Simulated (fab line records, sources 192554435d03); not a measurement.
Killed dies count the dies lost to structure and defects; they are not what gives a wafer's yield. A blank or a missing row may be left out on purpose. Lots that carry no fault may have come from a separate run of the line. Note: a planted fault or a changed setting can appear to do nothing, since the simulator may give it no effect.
A lot that was struck, set against a sound lot + flow n5_finfet + 18 out of 1938 route steps
Sound: the wafers L937.2, L937.4, L937.5. Struck: wafers L942.3, L942.6. (L942.1 of the same lot was not struck and is left out.) The cause comes at the end.
For every step that has rows: the tool of each side, followed by ch and its chambers, followed by its first start. Under that, the readings that differ: sound wafers + struck wafers + difference of the means + sigmas: that difference in standard deviations of wafers without a fault.
alike: same words and numbers on both sides, and readings whose means sit less than 2 such deviations apart. not compared: any withheld reading, any reading some wafer has no value for, any bound like >300 that may hide the same value, and any number with overlapping values for which the record gives no deviation.
A row with sigmas, a row that says differs or no value, or rows on one side alone: a step with any of these is where the two part. Non-overlapping numbers with no deviation appear without sigmas and do not part them. A reading that every wafer of one side lacks parts them only if that side has two wafers or more.

first, 11 steps without rows for these wafers: N5_BEOL_M0_SAQP_DESCUM_19 (chemistry O2, time 7.9 s); N5_BEOL_M0_SAQP_ETCH_83 (etches SiARC in CF4, target depth 39 nm, time 65 s); N5_BEOL_M0_SAQP_ETCH_84 (etches SOC in N2/H2, target depth 100 nm, overetch 20 nm, time 150 s); N5_BEOL_M0_SAQP_STRIP_80 (strips in N2/H2); N5_BEOL_M0_SAQP_HM_OPEN_112 (chemistry CHF3/O2, target SiO2, stops on a-Si, target depth 12 nm, time 13.5 s); N5_BEOL_M0_SAQP_STRIP_113 (strips in CHF3/O2); N5_BEOL_M0_SAQP_MANDREL_ETCH_20 (etches a-Si in HBr/Cl2, stops on SiNx, target depth 60 nm, bt time 10 s, time 30 s); N5_BEOL_M0_SAQP_STRIP_86 (strips in N2/H2); N5_BEOL_M0_SAQP_STRIP_115 (strips in post etch residue remover, time 60 s); N5_BEOL_M0_SAQP_SRD_93 (time 30 s); N5_BEOL_M0_SAQP_RECESS_114 (chemistry HF/NH3, target SiO2, target depth 14.4 nm, afs cycles 3, sublimation time 60 s).
N5_BEOL_M0_SAQP_SPACER1_ALD_98: deposits SiO2, target thk 12.8 nm, pulse time 1 s, purge time 2 s.
  sound on ald_sin-01 ch 0,2, day 7 14:12; struck on ald_sin-01 ch 1,3, day 8 22:50
| reading                                               | sound          | struck  | difference | sigmas |
|-------------------------------------------------------|----------------|---------|------------|--------|
| ald_cycles                                            | 138 138 138    | 130 130 | -8         |        |
| model.SiO2_of_BEOL_M0_SAQP_SPACER1_ALD_98.thk_nm (nm) | 12.8 12.8 12.8 | 12 12   | -1         |        |
  alike: heater_power_w, precursor_pulse_height_rel
then, 1 step without rows for these wafers: N5_BEOL_M0_SAQP_SPACER1_ETCHBACK_99 (etches SiO2 in CHF3/O2, target depth 15.4 nm, time 7.7 s).
N5_BEOL_M0_SAQP_MANDREL1_REMOVE_100: chemistry HBr/Cl2/O2, target a-Si, stops on SiNx, bt time 10 s.
  sound on rie_si-01 ch 1,3, day 7 14:52; struck on rie_si-02 ch 1,3, day 8 23:24
| reading                                               | sound          | struck  | difference | sigmas |
|-------------------------------------------------------|----------------|---------|------------|--------|
| model.BEOL_M0_SAQP.cd_nm (nm)                         | 12.8 12.8 12.8 | 11.8 12 | -0.9       |        |
| model.SiO2_of_BEOL_M0_SAQP_SPACER1_ALD_98.thk_nm (nm) | 7.6 7.4 7.4    | 6.6 6.6 | -0.9       |        |
  alike: drypump_motor_current_A, oes_product_au, rf_fwd_power_W, throttle_valve_pct
  not compared: rf_hours_counter_h
N5_BEOL_M0_SAQP_CD_MEAS_25: the cd target is 13.1 nm.
  sound on cd_sem-03 ch 0, day 7 14:58; struck on cd_sem-03 ch 0, day 8 23:31
| reading    | sound             | struck      | difference | sigmas |
|------------|-------------------|-------------|------------|--------|
| cd_nm (nm) | 12.71 12.76 13.03 | 12.30 11.87 | -0.75      | -4     |
then, 1 step without rows for these wafers: N5_BEOL_M0_SAQP_ETCH_101 (etches SiNx in CH3F/O2, target depth 29.9 nm, time 42.7 s).
-- here the record skips 3 days between the struck wafers' starts before and after, leaving off in module BEOL_M0_SAQP and picking up in module BEOL_M4 (first step shown: number 1111 of the route) --
N5_BEOL_M4_RC_MEAS_101:
  sound on prober-01 ch 0, day 9 20:46; struck on prober-01 ch 0, day 11 16:47
  alike: DIBL_N, DIBL_P, IOFF_N, IOFF_P, ION_N, ION_P, SS_N, SS_P, VT_N, VT_P
-- the record jumps here: 4 days lie between the struck wafers' starts before and after (it left off in module BEOL_M4 and takes up again in module PASSIVATION, whose first step shown is number 1936 of the route) --
N5_PASSIVATION_PROBE_49:
  struck on prober-01, day 16 01:53; sound on prober-01, day 14 08:01
| reading            | sound  | struck | difference | sigmas |
|--------------------|--------|--------|------------|--------|
| killed_at_contacts | 12 4 8 | 23     | +15        | +3     |
  alike: defect_limited_yield, killed_at_M0_to_M3, killed_at_M4_up, killed_at_front_end, killed_at_other, killed_dies, killed_on_rim, killed_open, killed_short, sort_bin_5_function, sort_bin_6_memory, sort_n_pass, sort_yield_pct

WHERE THEY PART
Last at N5_PASSIVATION_PROBE_49 as far as this record goes, first at N5_BEOL_M0_SAQP_CD_MEAS_25.

WHY: whatever the simulator had introduced
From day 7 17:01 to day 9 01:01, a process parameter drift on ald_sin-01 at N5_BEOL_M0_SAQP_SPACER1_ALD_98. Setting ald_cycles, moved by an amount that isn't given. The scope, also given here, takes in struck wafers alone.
